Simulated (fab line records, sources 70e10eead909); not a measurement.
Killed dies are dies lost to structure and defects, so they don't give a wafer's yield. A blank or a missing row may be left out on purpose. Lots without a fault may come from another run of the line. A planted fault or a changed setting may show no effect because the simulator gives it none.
fab line records | flow nand_harc
record lots=7 wafers=20 last_day=33
route steps=1302 shown A_SOURCE_PLATE@416 A_ONON_D1@424 END@1302
lots that met no fault: from a run of the same line without faults
start_h: hours from the record's first day to the start of the lot's first wafer shown | wait_h: hours since the lot's step before | " the same as in the row above | L1.1+2: a row that stands for several wafers | - no value, or no start given | * or withheld: withheld | < > ~ a bound
route shown NAME@n: a module of which the file shows steps, and the number in the route of the first | usual: mean/standard deviation of fault-free wafers | same: alike in all rows | chamber/n: place in a boat | sites: the reading at each site | _std_site: their standard deviation | _edge_site: outer sites' mean less inner sites' | radius_mm: how far each site lies from the wafer's centre | mask NAME#n: copy n | behind: the tool/chamber that last shaped the wafer | hold: why the lot was held/for how many hours/how that ended | device: the transistor (n, p or np) that didn't switch | end of line: the same wafers' tests at the end of the route | a step without rows: its recipe alone | killed: dies lost to structure and defects at the first sort, not the wafer's yield | map: a wafer's dies, x killed, . not, _ none there
set.NAME: the setting as run; set.NAME@STEP: as run at that earlier step | model.NAME: the simulator's own value behind a step, which no gauge read
lots at some steps of the route; a table a step, a row a wafer
services: from which hour (start_h, from the record's first day; less than 0 if before it) a tool's chamber was out of use, for how many hours, and why
## steps
# step NHARC_A_SOURCE_PLATE_THK_MEAS_09
# recipe thk_meas_gauge=ellipsometry
# usual thk_nm=9.7/0.95
# columns lot.wafer tool chamber start_h wait_h thk_nm
L457.2 film_metro-02 - 185.17 0.4 9.1
L457.3 " - " " 9.6
L457.4 " - " " 10.0
L459.1 film_metro-02 - 201.02 0.4 8.8
L459.2 " - " " 10.2
L459.4 " - " " 9.4
L466.1 film_metro-01 - 267.38 0.4 11.2
L466.5 " - " " 11.5
L466.6 " - " " 8.9
L470.4 film_metro-01 - 312.26 0.4 9.9
L470.5 " - " " 9.7
L470.6 " - " " 9.3
L472.1 film_metro-02 - 326.49 0.4 10.2
L472.2 " - " " 9.6
L472.6 " - " " 10.1
L471.4 film_metro-01 - 332.27 0.4 9.7
L471.5 " - " " 8.1
L477.1 film_metro-01 - 374.39 0.4 9.2
L477.5 " - " " 9.5
L477.6 " - " " 9.9
# step NHARC_A_SOURCE_PLATE_PVD_04
# recipe target_thk_a=500 material=WSi2
# step NHARC_A_SOURCE_PLATE_CVD_03
# recipe target_thk_a=2000 temp_c=620 pressure_mtorr=200 time_s=4000 material=poly-Si
# step NHARC_A_SOURCE_PLATE_ANNEAL_05
# recipe temp_c=850 time_s=1800
# step NHARC_A_SOURCE_PLATE_THK_MEAS_06
# recipe thk_meas_gauge=ellipsometry
# usual thk_nm=200.5/2.6
# columns lot.wafer tool chamber start_h wait_h thk_nm
L457.2 film_metro-02 - 198.17 0.4 203.4
L457.3 " - " " 201.3
L457.4 " - " " 204.5
L459.1 film_metro-02 - 214.76 0.4 204.0
L459.2 " - " " 205.7
L459.4 " - " " 202.2
L466.1 film_metro-02 - 280.66 0.4 200.7
L466.5 " - " " 201.3
L466.6 " - " " 202.8
L470.4 film_metro-01 - 329.00 0.4 199.8
L470.5 " - " " 197.7
L470.6 " - " " 199.0
L472.1 film_metro-01 - 342.12 0.4 195.0
L472.2 " - " " 197.4
L472.6 " - " " 196.6
L471.4 film_metro-01 - 347.20 0.4 200.8
L471.5 " - " " 203.2
L477.1 film_metro-01 - 387.42 0.4 201.5
L477.5 " - " " 202.0
L477.6 " - " " 201.9
# step NHARC_A_SOURCE_PLATE_INSPECT_08
# usual raw_defect_count=63/22
# columns lot.wafer tool chamber start_h wait_h raw_defect_count
L457.2 defect_inspect-01 - 198.23 0.0 44
L457.3 " - " " 44
L457.4 " - " " 74
L459.1 defect_inspect-01 - 214.82 0.0 15
L459.2 " - " " 60
L459.4 " - " " 46
L466.1 defect_inspect-02 - 280.72 0.0 49
L466.5 " - " " 60
L466.6 " - " " 41
L470.4 defect_inspect-02 - 329.07 0.0 63
L470.5 " - " " 87
L470.6 " - " " 47
L472.1 defect_inspect-01 - 342.22 0.0 61
L472.2 " - " " 79
L472.6 " - " " 63
L471.4 defect_inspect-01 - 347.26 0.0 37
L471.5 " - " " 43
L477.1 defect_inspect-02 - 387.48 0.0 74
L477.5 " - " " 70
L477.6 " - " " 99
# step NHARC_A_ONON_D1_DEP_00
# recipe target_thk_a=10000 n2_flow_sccm=2750 n2o_flow_sccm=2000 nh3_flow_sccm=500 sih4_flow_sccm=210 temp_c=400
# step NHARC_A_ONON_D1_THK_MEAS_02
# recipe thk_meas_gauge=ellipsometry
# usual thk_nm=999/12
# columns lot.wafer tool chamber start_h wait_h thk_nm
L457.2 film_metro-01 - 198.81 - 1001
L457.3 " - " " 999
L457.4 " - " " 999
L459.1 film_metro-01 - 215.40 - 1009
L459.2 " - " " 1008
L459.4 " - " " 1010
L466.1 film_metro-01 - 281.30 - 1013
L466.5 " - " " 1013
L466.6 " - " " 1012
L470.4 film_metro-01 - 329.65 - 976
L470.5 " - " " 979
L470.6 " - " " 979
L472.1 film_metro-01 - 342.80 - 1005
L472.2 " - " " 1005
L472.6 " - " " 1004
L471.4 film_metro-01 - 347.84 - 990
L471.5 " - " " 988
L477.1 film_metro-01 - 388.05 - 1004
L477.5 " - " " 1003
L477.6 " - " " 1003
# step NHARC_A_ONON_D1_DEP_03
# recipe target_thk_a=10000 n2_flow_sccm=2750 n2o_flow_sccm=2000 nh3_flow_sccm=500 sih4_flow_sccm=210 temp_c=400
# step NHARC_A_ONON_D1_THK_MEAS_05
# recipe thk_meas_gauge=ellipsometry
# usual thk_nm=1001/11
# columns lot.wafer tool chamber start_h wait_h thk_nm
L457.2 film_metro-02 - 199.38 - 1009
L457.3 " - " " 1008
L457.4 " - " " 1007
L459.1 film_metro-01 - 215.97 - 1004
L459.2 " - " " 1004
L459.4 " - " " 1002
L466.1 film_metro-02 - 281.87 - 1004
L466.5 " - " " 1007
L466.6 " - " " 1006
L470.4 film_metro-01 - 330.22 - 1008
L470.5 " - " " 1006
L470.6 " - " " 1008
L472.1 film_metro-02 - 343.37 - 1014
L472.2 " - " " 1016
L472.6 " - " " 1015
L471.4 film_metro-01 - 348.40 - 1008
L471.5 " - " " 1007
L477.1 film_metro-01 - 388.62 - 992
L477.5 " - " " 991
L477.6 " - " " 992
# step NHARC_A_ONON_D1_DEP_06
# recipe target_thk_a=10000 n2_flow_sccm=2750 n2o_flow_sccm=2000 nh3_flow_sccm=500 sih4_flow_sccm=210 temp_c=400
# columns lot.wafer tool chamber start_h wait_h
L457.2+3+4 pecvd_onon-03 0 199.50 0.1
L459.1+2+4 pecvd_onon-04 0 216.03 0.1
L466.1+5+6 pecvd_onon-04 0 281.92 0.1
L470.4+5+6 pecvd_onon-04 0 330.45 0.2
L472.1+2+6 pecvd_onon-04 0 343.42 0.1
L471.4+5 pecvd_onon-04 0 348.63 0.2
L477.1+5+6 pecvd_onon-01 0 388.68 0.1
# step NHARC_A_ONON_D1_THK_MEAS_08
# recipe thk_meas_gauge=ellipsometry
# usual thk_nm=999/9.9
# columns lot.wafer tool chamber start_h wait_h thk_nm
L457.2 film_metro-01 - 199.95 - 990
L457.3 " - " " 990
L457.4 " - " " 988
L459.1 film_metro-02 - 216.53 - 1014
L459.2 " - " " 1013
L459.4 " - " " 1011
L466.1 film_metro-01 - 282.44 - 1001
L466.5 " - " " 1000
L466.6 " - " " 999
L470.4 film_metro-01 - 330.79 - 1115
L470.5 " - " " 993
L470.6 " - " " 1114
L472.1 film_metro-01 - 343.93 - 985
L472.2 " - " " 982
L472.6 " - " " 1105
L471.4 film_metro-01 - 348.99 - 1138
L471.5 " - " " 1017
L477.1 film_metro-02 - 389.19 - 998
L477.5 " - " " 995
L477.6 " - " " 997
# step NHARC_A_ONON_D1_DEP_09
# recipe target_thk_a=10000 n2_flow_sccm=2750 n2o_flow_sccm=2000 nh3_flow_sccm=500 sih4_flow_sccm=210 temp_c=400
# step NHARC_END_SORT_01
# recipe temp_c=25
# usual killed_at_array=55/22 killed_at_other=0.9/1.2 killed_at_periphery=3.6/2.3 killed_dies=60/22 killed_open=3.2/1.9 killed_short=2.5/1.6
# same gross_dies=677
# columns lot.wafer tool chamber start_h wait_h killed_at_array killed_at_other killed_at_periphery killed_dies killed_open killed_short
L459.1 prober-02 0 615.98 2.5 105 1 1 107 2 2
L459.2 prober-02 0 616.76 2.8 109 2 5 116 3 7
L459.4 prober-02 0 618.33 3.4 94 2 3 99 3 3
L470.4 prober-01 0 736.45 3.4 68 4 3 75 5 2
L470.5 prober-01 0 737.27 3.8 38 3 4 45 5 2
L470.6 prober-01 0 738.08 4.1 78 4 0 82 2 3
# killed by level:class
L459.1 A_CHANNEL_HOLE_D2:chamber_film_flake=41 A_CHANNEL_HOLE_D1:chamber_film_flake=30 A_SLIT:chamber_film_flake=21 A_CONTACT:chamber_film_flake=8 A_CHANNEL_HOLE_D2:geometric_particle:open=2 A_CHANNEL_FILL_D2:geometric_particle:short=1 A_SGD_CUT:geometric_particle:short=1 P_M0:chamber_film_flake=1
L459.2 A_CHANNEL_HOLE_D2:chamber_film_flake=35 A_SLIT:chamber_film_flake=33 A_CHANNEL_HOLE_D1:chamber_film_flake=22 A_CONTACT:chamber_film_flake=9 A_SGD_CUT:geometric_particle:short=2 P_ZERO_WELL:chamber_film_flake=2 THIN_TSV:chamber_film_flake=2 P_CONTACT:geometric_particle:open=1
L459.4 A_SLIT:chamber_film_flake=35 A_CHANNEL_HOLE_D1:chamber_film_flake=27 A_CHANNEL_HOLE_D2:chamber_film_flake=21 A_CONTACT:chamber_film_flake=4 A_ONON_D1:geometric_particle:open=2 A_WL_FILL:geometric_particle:short=2 THIN_TSV:chamber_film_flake=2 P_M0:geometric_particle:open=1
L470.4 A_CHANNEL_HOLE_D2:chamber_film_flake=24 A_SLIT:chamber_film_flake=18 A_CHANNEL_HOLE_D1:chamber_film_flake=9 A_CONTACT:chamber_film_flake=5 A_STAIRCASE:chamber_film_flake=4 THIN_TSV:chamber_film_flake=4 P_STI:chamber_film_flake=3 A_WL_FILL:geometric_particle:open=2
L470.5 A_SLIT:chamber_film_flake=10 A_CHANNEL_HOLE_D2:chamber_film_flake=7 A_CHANNEL_HOLE_D1:chamber_film_flake=6 A_CONTACT:chamber_film_flake=5 A_STAIRCASE:chamber_film_flake=3 THIN_TSV:chamber_film_flake=3 P_CONTACT:geometric_particle:open=2 A_M0:geometric_particle:open=2
L470.6 A_SLIT:chamber_film_flake=34 A_CHANNEL_HOLE_D2:chamber_film_flake=15 A_CONTACT:chamber_film_flake=9 A_CHANNEL_HOLE_D1:chamber_film_flake=7 A_STAIRCASE:chamber_film_flake=6 THIN_TSV:chamber_film_flake=4 A_WL_FILL:chamber_film_flake=2 A_ONON_D1:geometric_particle:short=1
## services
# columns tool chamber start_h hours kind
pecvd_onon-03 - 227.00 13.0 pm
pecvd_onon-01 - 269.25 13.0 pm
pecvd_onon-04 - 311.24 13.0 pm
## key
first_sign step=NHARC_A_ONON_D1_THK_MEAS_08 reading=thk_nm direction=up sigmas=12 usual=999 struck=1118
effect none on later readings
met_at NHARC_A_ONON_D1_DEP_06
struck_wafers L470.4,L470.6,L471.4,L472.6
sort_left_out L471.4
tester_left_out L470,L471,L472
onset_between 281.92 330.45
fault kind=process_parameter_drift tool=pecvd_onon-04 chamber=- onset_h=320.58 steps=NHARC_A_ONON_D1_DEP_06 channel=target_thk_a offset=* shape=step end_h=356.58 scope=struck_wafers_only acts_in=* stated=*
# tester_left_out: of these lots the tester's yield and bins aren't shown, on N5 and GAA mostly nor the transistor test; their killed dies are dies lost to structure and defects alone, not to doping, threshold or leakage, so they don't give the yield
# sort_left_out: the simulated sort isn't trusted on such a fault, so these wafers' sort isn't shown, and their yield isn't known
